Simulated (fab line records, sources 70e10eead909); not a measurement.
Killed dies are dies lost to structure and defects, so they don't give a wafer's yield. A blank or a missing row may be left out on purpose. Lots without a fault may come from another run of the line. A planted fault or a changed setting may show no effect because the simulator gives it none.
Chamber matching | flow nand_harc | NHARC_A_BLC_CMP_25 on cmp-04: 4 sister chambers
The step polishes, t overpolish 30 s, target thk 150 nm. 4 wafers are shown with their chamber, then 10 later ones without.

WAFERS WITH THEIR CHAMBER
wafer  | chamber | motor_current_A (A)
L081.5 | 0       | 11.8
L081.4 | 2       | 14.6
L083.1 | 3       | 11.0
L083.2 | 1       | 13.1

WAFERS WITHOUT THEIR CHAMBER
wafer  | motor_current_A (A)
L083.6 | 11.6
L089.2 | 14.8
L089.3 | 12.1
L089.5 | 11.4
L086.2 | 12.1
L086.4 | 13.3
L086.6 | 13.1
L097.3 | 14.3
L097.4 | 12.2
L097.5 | 13.2

WHICH CHAMBER EACH WENT THROUGH
wafer  | from the rows above     | in truth
L083.6 | can't be placed: 0 or 3 | 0
L089.2 | 2                       | 2
L089.3 | 0                       | 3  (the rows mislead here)
L089.5 | can't be placed: 0 or 3 | 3
L086.2 | 0                       | 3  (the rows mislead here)
L086.4 | 1                       | 1
L086.6 | 1                       | 1
L097.3 | 2                       | 2
L097.4 | can't be placed: 0 or 1 | 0
L097.5 | 1                       | 1
Placed correctly: 5 of 10. Can't be placed from these rows: 3 (the true chamber is among the candidates in 3). Placed wrongly: 2.
How it was worked out, from the rows above alone: a wafer's distance from a chamber is the root of the sum, over the readings, of the square of ((its reading less the chamber's mean) divided by the reading's scatter). The wafer belongs to the nearest chamber; if the next one is less than 2 further off, it can't be placed. A chamber's mean is the mean of its shown wafers. The scatter: with one shown wafer a chamber, the root of the mean of the squares of how far each hidden wafer lies from its nearest shown one.
